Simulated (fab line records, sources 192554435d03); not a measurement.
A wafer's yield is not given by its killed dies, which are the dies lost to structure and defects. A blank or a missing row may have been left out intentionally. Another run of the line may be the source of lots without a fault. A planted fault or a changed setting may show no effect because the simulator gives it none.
fab line records | flow n5-finfet
record lots=7 wafers=39
route steps=1938 shown DUMMY_GATE@243 HKMG_FIN@403 MOL_CONTACT_COAG@608
start-h: hours from the record's first day to the start of the lot's first wafer shown | wait-h: time in hours since the lot's previous step | " as in the row above | L1.1+2: several wafers, shown together as one row | - either no value or no given start | * or withheld: withheld | < > ~ a bound
route shown NAME@n: NAME is a module with steps in the file, n the number in the route of the first one | usual: average and standard deviation across the fault-free wafers | same: alike in all rows | chamber/n: place in a boat | sites: readings site by site | _std_site: standard deviation across them | _edge_site: the outer-site mean with the inner-site mean subtracted | radius-mm: how far each site lies from the wafer's centre | mask NAME#n: copy n | behind: tool/chamber where the wafer was last shaped | hold: reason for holding the lot/hours on hold/outcome of the hold | device: the transistor (n, p or np) that didn't switch | end of line: the tests these same wafers got at the end of their route | where a step has no rows: the recipe by itself | killed: the dies lost at the first sort to structure and to defects; this is not the yield of the wafer | map: per-die view of a wafer (x killed, . not killed, _ where there is no die)
set.NAME: setting as actually run; set.NAME@STEP: the setting as run at that earlier step | model.NAME: the simulator's own value behind a step, which no gauge read
lots where settings were altered on purpose, with a table for each step and a row for each wafer
## steps
# step N5_DUMMY_GATE_ETCH_31
# recipe chemistry=C4F6/O2 target=SiO2 mask-material=SOC target-depth-a=825 time-s=27.5 ion-energy-ev=250 pressure-mtorr=30 source-w=345 bias-w=185 Ar_flow_sccm=300 C4F6_flow_sccm=10 O2_flow_sccm=10
# columns lot.wafer tool chamber start-h wait-h set.target-depth-a model.etch.depth-nm model.SOC_of_DUMMY_GATE_COAT_34.thk-nm
L075.1 rie-diel-04 0 51.34 0.0 825 84.16 51.6
L075.2 " 3 " " 825 81.53 51.6
L075.3 " 1 " " 915.7 93.35 50.6
L075.4 " 2 " " 825 80.65 52
L075.5 " 1 " " 915.7 93.92 50.4
L075.6 " 0 " " 915.7 92.58 50.6
L080.1 rie-diel-01 2 82.47 0.1 825 82.06 51.6
L080.2 " 3 " " 825 81.28 51.6
L080.3 " 1 " " 825 82.18 51.6
L080.4 " 0 " " 914.9 91.18 50.8
L080.5 " 1 " " 914.9 90.88 51
L080.6 " 0 " " 914.9 91.41 51
L085.4 rie-diel-05 3 113.97 0.0 825 83.82 51.8
L085.5 " 1 " " 825 82.66 51.6
L085.6 " 0 " " 825 79.49 52
L090.1 rie-diel-04 0 142.63 0.0 825 84.14 51.4
L090.2 " 3 " " 825 82.05 51.4
L090.3 " 1 " " 929.6 94.46 50.2
L090.4 " 1 " " 929.6 94.8 50
L090.5 " 3 " " 929.6 91.86 50.4
L090.6 " 0 " " 825 84 51.4
L091.1 rie-diel-05 3 147.40 0.0 770.5 76.78 52.4
L091.2 " 2 " " 825 82.95 51.8
L091.3 " 1 " " 825 82.26 51.6
L091.4 " 3 " " 825 82.11 51.8
L091.5 " 2 " " 770.5 77.15 52.2
L091.6 " 1 " " 770.5 76.79 52.4
L093.1 rie-diel-04 3 161.56 0.0 825 81.12 51.8
L093.2 " 2 " " 825 83.29 52
L093.3 " 1 " " 756.5 76.71 52.6
L093.4 " 0 " " 756.5 76.6 52.8
L093.5 " 1 " " 756.5 76.72 52.6
L093.6 " 2 " " 825 83.06 52
L095.1 rie-diel-04 3 171.80 0.2 773.9 77.19 52.2
L095.2 " 1 " " 773.9 79.23 52.2
L095.3 " 2 " " 825 84.31 51.6
L095.4 " 0 " " 825 84.29 51.6
L095.5 " 2 " " 773.9 79.08 52.2
L095.6 " 3 " " 825 81.82 51.8
# step N5_DUMMY_GATE_ETCH_32
# recipe chemistry=CF4 target=SiO2 target-depth-a=35 time-s=3.9 ion-energy-ev=350 pressure-mtorr=10 icp-w=800 bias-w=400 cf4-flow-sccm=80
# columns lot.wafer tool chamber start-h wait-h set.time-s model.etch.depth-nm
L075.1 rie-si-02 0 51.58 0.1 3.528 3.112
L075.2 " 1 " " 3.9 3.494
L075.3 " 2 " " 3.9 3.38
L075.4 " 3 " " 3.9 3.493
L075.5 " 3 " " 3.528 3.193
L075.6 " 2 " " 3.528 3.067
L080.1 rie-si-03 1 82.72 0.1 3.9 3.456
L080.2 " 2 " " 3.9 3.572
L080.3 " 0 " " 3.9 3.489
L080.4 " 0 " " 3.9 3.499
L080.5 " 2 " " 3.9 3.581
L080.6 " 1 " " 3.9 3.494
L085.4 rie-si-03 1 114.22 0.1 3.9 3.465
L085.5 " 1 " " 3.9 3.45
L085.6 " 0 " " 3.9 3.52
L090.1 rie-si-02 0 142.88 0.1 4.566 4.035
L090.2 " 3 " " 3.9 3.558
L090.3 " 2 " " 4.566 3.997
L090.4 " 0 " " 4.566 4.036
L090.5 " 2 " " 3.9 3.422
L090.6 " 3 " " 3.9 3.568
L091.1 rie-si-01 0 147.65 0.1 3.538 3.115
L091.2 " 2 " " 3.9 3.5
L091.3 " 1 " " 3.9 3.417
L091.4 " 3 " " 3.538 3.095
L091.5 " 0 " " 3.9 3.431
L091.6 " 3 " " 3.538 3.085
L093.1 rie-si-03 0 161.81 0.1 3.9 3.496
L093.2 " 2 " " 3.136 2.847
L093.3 " 3 " " 3.136 2.752
L093.4 " 1 " " 3.9 3.431
L093.5 " 1 " " 3.136 2.741
L093.6 " 2 " " 3.9 3.546
L095.1 rie-si-02 0 172.04 0.1 3.9 3.498
L095.2 " 2 " " 3.9 3.422
L095.3 " 3 " " 3.9 3.604
L095.4 " 1 " " 3.9 3.507
L095.5 " 3 " " 3.9 3.591
L095.6 " 2 " " 3.9 3.42
# step N5_DUMMY_GATE_ETCH_42
# recipe chemistry=CHF3/O2 target=SiO2 target-depth-a=35 time-s=31 ion-energy-ev=30 bias-w=12 pressure-mtorr=30 source-w=600 Ar_flow_sccm=200 CHF3_flow_sccm=50 O2_flow_sccm=5
# usual rf-vpp-V=42.1/0.94
# columns lot.wafer tool chamber start-h wait-h set.bias-w rf-vpp-V
L075.1 rie-diel-04 1 51.95 0.2 13.94 47.4
L075.2 " 3 " " 12 41.5
L075.3 " 0 " " 13.94 46.6
L075.4 " 2 " " 12 42.6
L075.5 " 1 " " 12 43.8
L075.6 " 2 " " 13.94 47.2
L080.1 rie-diel-05 1 83.07 0.2 12 41.9
L080.2 " 2 " " 10.83 39.8
L080.3 " 0 " " 12 42.0
L080.4 " 3 " " 10.83 39.4
L080.5 " 1 " " 10.83 39.0
L080.6 " 0 " " 12 41.7
L085.4 rie-diel-04 3 114.46 0.0 12 41.9
L085.5 " 1 " " 12 43.0
L085.6 " 2 " " 12 41.4
L090.1 rie-diel-04 1 143.13 0.0 12 43.7
L090.2 " 0 " " 11.34 40.4
L090.3 " 3 " " 11.34 41.3
L090.4 " 3 " " 11.34 41.2
L090.5 " 1 " " 12 42.0
L090.6 " 0 " " 12 42.1
L091.1 rie-diel-04 2 147.89 0.0 12 43.1
L091.2 " 1 " " 12 44.0
L091.3 " 3 " " 12 41.1
L091.4 " 0 " " 12 40.1
L091.5 " 1 " " 12 43.3
L091.6 " 0 " " 12 41.6
L093.1 rie-diel-04 2 162.10 0.1 12 42.3
L093.2 " 0 " " 12 42.1
L093.3 " 1 " " 12 41.9
L093.4 " 3 " " 12 42.5
L093.5 " 0 " " 12 41.8
L093.6 " 1 " " 12 42.7
L095.1 rie-diel-01 1 172.29 0.0 12 41.7
L095.2 " 3 " " 12 43.1
L095.3 " 2 " " 10.2 37.5
L095.4 " 3 " " 10.2 37.8
L095.5 " 2 " " 10.2 37.5
L095.6 " 1 " " 12 40.3
# step N5_HKMG_FIN_ETCH_55
# recipe chemistry=N2/H2 target=SOC target-depth-a=2400 temp-c=40 time-s=300 ion-energy-ev=200 mask-material=SiARC pressure-mtorr=30 source-w=840 bias-w=150 n2-flow-sccm=200 h2-flow-sccm=200
# columns lot.wafer tool chamber start-h wait-h set.time-s model.HKMG_FIN.feature-depth-nm model.etch.depth-nm model.SiARC_of_HKMG_FIN_COAT_42.thk-nm
L075.1 rie-diel-06 1 75.30 0.0 300 239 239 20.8
L075.2 " 3 " " 236.1 188.8 188.8 24.4
L075.3 " 2 " " 236.1 193.6 193.6 24
L075.4 " 0 " " 300 246.8 246.7 21
L075.5 " 1 " " 300 237.6 237.7 21
L075.6 " 0 " " 236.1 193 193 24.2
L080.1 rie-diel-02 3 107.40 0.0 335.7 268.2 268.3 19.8
L080.2 " 0 " " 300 227.2 227.2 22
L080.3 " 2 " " 300 245.8 245.9 20.8
L080.4 " 1 " " 300 238 238 21.2
L080.5 " 3 " " 335.7 270 270 19.6
L080.6 " 2 " " 335.7 272.2 272.2 19.4
L085.4 rie-diel-03 2 137.29 0.0 300 236.2 236.3 21.6
L085.5 " 0 " " 300 242.6 242.6 21
L085.6 " 1 " " 300 245.2 245.1 21.4
L090.1 rie-diel-02 1 165.86 0.0 250.3 201 201 23.4
L090.2 " 2 " " 300 249 248.9 20.8
L090.3 " 0 " " 250.3 191.4 191.4 24.2
L090.4 " 3 " " 300 247.2 247.2 21.2
L090.5 " 1 " " 250.3 200.2 200.2 23.6
L090.6 " 2 " " 300 249.6 249.5 20.6
L091.1 rie-diel-02 2 172.75 0.0 259.2 213 213 22.6
L091.2 " 1 " " 300 239 239.1 21.2
L091.3 " 0 " " 259.2 198.4 198.4 23.6
L091.4 " 3 " " 300 245.8 245.8 21
L091.5 " 0 " " 300 228.2 228.2 22
L091.6 " 3 " " 259.2 212 212.1 23
L093.1 rie-diel-06 0 186.08 0.0 329.2 269.2 269.2 19.8
L093.2 " 3 " " 329.2 264.6 264.5 20.2
L093.3 " 1 " " 329.2 264 264.1 19.4
L093.4 " 1 " " 300 240.6 240.5 20.8
L093.5 " 0 " " 300 244.6 244.6 21.2
L093.6 " 3 " " 300 241.2 241.1 21.4
L095.1 rie-diel-03 3 196.85 0.0 342.4 272.6 272.7 19.2
L095.2 " 1 " " 342.4 281.2 281.2 19.2
L095.3 " 0 " " 342.4 275.4 275.5 19
L095.4 " 2 " " 300 234.8 234.7 21.8
L095.5 " 0 " " 300 242.4 242.5 21
L095.6 " 1 " " 300 244.6 244.7 21.2
# step N5_MOL_CONTACT_COAG_ALD_133
# recipe material=SiO2 target-thk-a=50 temp-c=100 ald-precursor-family=BDEAS ald-co-reactant=O2-plasma pulse-time-s=1 co-reactant-pulse-time-s=1 purge-time-s=2 co-reactant-purge-time-s=2 ald-cycles=35 pressure-torr=2
# columns lot.wafer tool chamber start-h wait-h set.ald-cycles model.SiO2_of_MOL_CONTACT_COAG_ALD_133.thk-nm
L075.1+2+3 ald-sin-01 2,0,3 104.40 0.1 32 4.6
L075.4+5+6 " 1,0,1 " " 35 5
L080.1+2+3+4+5+6 ald-sin-02 1,0,2,3,2,1 137.71 0.1 35 5
L085.4+5+6 ald-sin-02 0,0,1 163.99 0.0 35 5
L090.1+2+3+4+5+6 ald-sin-04 2,0,3,1,3,0 194.46 0.1 35 5
L091.1+3 ald-sin-04 2,1 201.64 0.1 30 4.2
L091.2+5+6 " 3,2,3 " " 35 5
L091.4 " 0 " " 30 4.4
L093.1+2+6 ald-sin-04 3,2,1 212.44 0.1 35 5
L093.3+4+5 " 0,1,2 " " 38 5.4
L095.1+2+3+4+5+6 ald-sin-04 2,0,3,1,0,1 224.82 0.1 35 5
## key
split step=N5_DUMMY_GATE_ETCH_31 setting=target-depth-a stated=825 by=wafer
response step=N5_DUMMY_GATE_ETCH_31 reading=model.etch.depth-nm change=+0.854 per=1% r=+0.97
response step=N5_DUMMY_GATE_ETCH_31 reading=model.SOC_of_DUMMY_GATE_COAT_34.thk-nm change=-0.0889 per=1% r=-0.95
split step=N5_DUMMY_GATE_ETCH_32 setting=time-s stated=3.9 by=wafer
response step=N5_DUMMY_GATE_ETCH_32 reading=model.etch.depth-nm change=+0.034 per=1% r=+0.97
split step=N5_DUMMY_GATE_ETCH_42 setting=bias-w stated=12 by=wafer
response step=N5_DUMMY_GATE_ETCH_42 reading=rf-vpp-V change=+0.272 per=1% r=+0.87
split step=N5_HKMG_FIN_ETCH_55 setting=time-s stated=300 by=wafer
response step=N5_HKMG_FIN_ETCH_55 reading=model.HKMG_FIN.feature-depth-nm change=+2.55 per=1% r=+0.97
response step=N5_HKMG_FIN_ETCH_55 reading=model.etch.depth-nm change=+2.55 per=1% r=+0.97
response step=N5_HKMG_FIN_ETCH_55 reading=model.SiARC_of_HKMG_FIN_COAT_42.thk-nm change=-0.152 per=1% r=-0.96
split step=N5_MOL_CONTACT_COAG_ALD_133 setting=ald-cycles stated=35 by=wafer
response step=N5_MOL_CONTACT_COAG_ALD_133 reading=model.SiO2_of_MOL_CONTACT_COAG_ALD_133.thk-nm change=+0.0494 per=1% r=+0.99
